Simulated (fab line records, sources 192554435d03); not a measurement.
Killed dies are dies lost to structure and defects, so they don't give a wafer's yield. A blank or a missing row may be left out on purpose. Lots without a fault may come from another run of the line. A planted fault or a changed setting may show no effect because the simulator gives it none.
Which tool did it? | flow n5_finfet | 11 lots, 33 wafers sampled, at 5 steps of a route of 1938

WHAT THE GAUGES READ, wafer by wafer
N5_BEOL_M5_INSPECT_58: inspects for defects (darkfield). Usual: raw_defect_count 69, standard deviation 22.
lot  | measured     | on                | raw_defect_count | flag
L111 | day 8 16:56  | defect_inspect-01 | 57 49 56         |
L112 | day 9 13:02  | defect_inspect-01 | 66 114 64        |
L113 | day 10 07:05 | defect_inspect-02 | 65 85 109        |
L114 | day 10 10:24 | defect_inspect-02 | 49 50 72         |
L117 | day 11 10:32 | defect_inspect-01 | 59 50 37         |
L125 | day 13 02:22 | defect_inspect-02 | 127 48 80        |
L131 | day 14 11:04 | defect_inspect-02 | 73 52 76         |
L127 | day 14 18:29 | defect_inspect-01 | 66 56 47         |
L130 | day 14 17:56 | defect_inspect-02 | 43 58 60         |
L133 | day 15 02:59 | defect_inspect-01 | 45 59 66         |
L134 | day 15 20:07 | defect_inspect-01 | 89 48 61         |

WHICH TOOL RAN EACH LOT (tool, then ch and the chambers of the sampled wafers, then the start)
lot  | N5_BEOL_M5_PECVD_70             | N5_BEOL_M5_CMP_52             | N5_BEOL_M5_PRE_CLEAN_77          | N5_BEOL_M5_CO_CAP_78
L111 | pecvd-03 ch 1,2, day 8 05:19    | cmp-04 ch 0,2,3, day 8 16:16  | cvd_co-01 ch 0,2, day 8 16:41    | cvd_co-01 ch 0,2, day 8 16:44
L112 | pecvd-03 ch 0,1, day 9 01:51    | cmp-04 ch 2,3, day 9 12:26    | cvd_co-01 ch 0,1,2, day 9 12:46  | cvd_co-01 ch 0,1,2, day 9 12:48
L113 | pecvd-03 ch 0,1, day 9 20:07    | cmp-04 ch 0,1,3, day 10 06:29 | cvd_co-02 ch 1,2, day 10 06:49   | cvd_co-02 ch 1,2, day 10 06:51
L114 | pecvd-03 ch 1,2, day 9 23:34    | cmp-04 ch 2,3, day 10 09:49   | cvd_co-02 ch 0,1,2, day 10 10:09 | cvd_co-02 ch 0,1,2, day 10 10:11
L117 | pecvd-03 ch 0,2, day 10 22:22   | cmp-02 ch 0,2, day 11 09:56   | cvd_co-02 ch 0,1, day 11 10:16   | cvd_co-02 ch 0,1, day 11 10:18
L125 | pecvd-04 ch 0,1,2, day 12 14:56 | cmp-03 ch 0,1,3, day 13 01:50 | cvd_co-01 ch 0,2, day 13 02:07   | cvd_co-01 ch 0,2, day 13 02:10
L131 | pecvd-03 ch 0,2, day 13 23:00   | cmp-04 ch 0,1,2, day 14 10:29 | cvd_co-02 ch 0,2, day 14 10:49   | cvd_co-02 ch 0,2, day 14 10:51
L127 | pecvd-02 ch 0,2, day 14 04:46   | cmp-04 ch 2,3, day 14 17:53   | cvd_co-01 ch 0,1,2, day 14 18:14 | cvd_co-01 ch 0,1,2, day 14 18:16
L130 | pecvd-03 ch 1,2, day 14 05:19   | cmp-04 ch 1,2,3, day 14 17:23 | cvd_co-02 ch 0,2, day 14 17:41   | cvd_co-02 ch 0,2, day 14 17:43
L133 | pecvd-03 ch 0,1,2, day 14 13:53 | cmp-04 ch 0,2,3, day 15 02:20 | cvd_co-01 ch 0,2, day 15 02:40   | cvd_co-01 ch 0,2, day 15 02:44
L134 | pecvd-04 ch 0,2, day 15 07:41   | cmp-04 ch 0,2,3, day 15 19:34 | cvd_co-01 ch 0,1, day 15 19:50   | cvd_co-01 ch 0,1, day 15 19:52
- N5_BEOL_M5_PECVD_70: deposits SiO2 from TEOS/O2, target thk 16 nm, time 18 s.
- N5_BEOL_M5_CMP_52: polishes, stops on SiCOH lowk, t overpolish 6.9 s, target thk 62 nm.
- N5_BEOL_M5_PRE_CLEAN_77: time 15 s.
- N5_BEOL_M5_CO_CAP_78: material Co, precursor CCTBA/H2, target thk 2 nm, time 102.1 s.

WHAT THE TOOLS THEMSELVES READ (means of the sampled wafers that have a number; where no wafer has one, the mark that the record gives instead)
N5_BEOL_M5_PECVD_70. Usual: chamber_pressure_Torr 5.502 Torr, standard deviation 0.011; heater_power_w 743 W, standard deviation 93; showerhead_plenum_p_Torr 8.80 Torr, standard deviation 0.074; throttle_valve_pct 22.5 %, standard deviation 1.2.
lot  | tool     | chamber_pressure_Torr (Torr) | heater_power_w (W) | showerhead_plenum_p_Torr (Torr) | throttle_valve_pct (%) | flag
L111 | pecvd-03 | 5.500                        | 790                | 8.80                            | 21.2                   |
L112 | pecvd-03 | 5.509                        | 723                | 8.81                            | 23.8                   |
L113 | pecvd-03 | 5.508                        | 626                | 8.76                            | 23.8                   |
L114 | pecvd-03 | 5.489                        | 769                | 8.73                            | 22.5                   |
L117 | pecvd-03 | 5.506                        | 738                | 8.86                            | 21.2                   |
L125 | pecvd-04 | 5.495                        | 663                | 8.75                            | 22.5                   |
L131 | pecvd-03 | 5.498                        | 755                | 8.86                            | 22.7                   |
L127 | pecvd-02 | 5.501                        | 742                | 8.81                            | 22.2                   |
L130 | pecvd-03 | 5.492                        | 668                | 8.74                            | 22.7                   |
L133 | pecvd-03 | 5.507                        | 753                | 8.80                            | 22.6                   |
L134 | pecvd-04 | 5.509                        | 662                | 8.76                            | 22.2                   |

N5_BEOL_M5_CMP_52. Usual: barrier_field_endpoint_s 24.4 s, standard deviation 0.52; motor_current_A 5.8 A, standard deviation 0.75; pad_life_wafers 1081, standard deviation 660.
lot  | tool   | barrier_field_endpoint_s (s) | motor_current_A (A) | pad_life_wafers | flag
L111 | cmp-04 | 24.7                         | 5.2                 | 938             |
L112 | cmp-04 | 24.0                         | 4.9                 | 1140            |
L113 | cmp-04 | 24.2                         | 5.2                 | 1345            |
L114 | cmp-04 | 26.5                         | 5.4                 | 1362            | OFF
L117 | cmp-02 | 26.0                         | 6.5                 | 1711            | OFF
L125 | cmp-03 | 24.7                         | 6.1                 | 1466            |
L131 | cmp-04 | 24.2                         | 5.6                 | 20              |
L127 | cmp-04 | 23.9                         | 5.3                 | 72              |
L130 | cmp-04 | 24.0                         | 5.4                 | 68              |
L133 | cmp-04 | 24.3                         | 5.2                 | 151             |
L134 | cmp-04 | 23.7                         | 5.2                 | 272             |

N5_BEOL_M5_PRE_CLEAN_77. Usual: heater_power_w 82 W, standard deviation 15.
lot  | tool      | heater_power_w (W) | flag
L111 | cvd_co-01 | 74                 |
L112 | cvd_co-01 | 87                 |
L113 | cvd_co-02 | 80                 |
L114 | cvd_co-02 | 77                 |
L117 | cvd_co-02 | 75                 |
L125 | cvd_co-01 | 74                 |
L131 | cvd_co-02 | 74                 |
L127 | cvd_co-01 | 88                 |
L130 | cvd_co-02 | 75                 |
L133 | cvd_co-01 | 72                 |
L134 | cvd_co-01 | 94                 |

N5_BEOL_M5_CO_CAP_78. Usual: chamber_pressure_Torr 29.99 Torr, standard deviation 0.059; heater_power_w 233 W, standard deviation 19.
lot  | tool      | chamber_pressure_Torr (Torr) | heater_power_w (W) | flag
L111 | cvd_co-01 | 29.90                        | 224                |
L112 | cvd_co-01 | 29.95                        | 238                |
L113 | cvd_co-02 | 30.02                        | 228                |
L114 | cvd_co-02 | 29.98                        | 226                |
L117 | cvd_co-02 | 29.98                        | 226                |
L125 | cvd_co-01 | 29.99                        | 227                |
L131 | cvd_co-02 | 30.05                        | 223                |
L127 | cvd_co-01 | 29.93                        | 235                |
L130 | cvd_co-02 | 30.02                        | 225                |
L133 | cvd_co-01 | 29.96                        | 221                |
L134 | cvd_co-01 | 29.98                        | 252                |

THE ANSWER, worked out from the rows above alone
Rule: a lot is off if the mean of its wafers that have a number lies more than 3 standard deviations from the usual mean. A lot without any number at a reading at which 4 lots or more have one is off too. The other lots that the step has rows for count as sound. The gauges are gone through in route order, then the tools' own readings, and for those a lot's mean is taken as printed above. The first step at which some lot is off is used, and at that step the reading that is off furthest; a lot without a number counts as furthest.
Off: L114, L117, at N5_BEOL_M5_CMP_52 (barrier_field_endpoint_s).
A tool fits if, at that step or a process step before it, it ran every lot that is off, and no sound lot after the first of them. None of those tried fits.

WHAT THE SIMULATOR HAD PUT IN
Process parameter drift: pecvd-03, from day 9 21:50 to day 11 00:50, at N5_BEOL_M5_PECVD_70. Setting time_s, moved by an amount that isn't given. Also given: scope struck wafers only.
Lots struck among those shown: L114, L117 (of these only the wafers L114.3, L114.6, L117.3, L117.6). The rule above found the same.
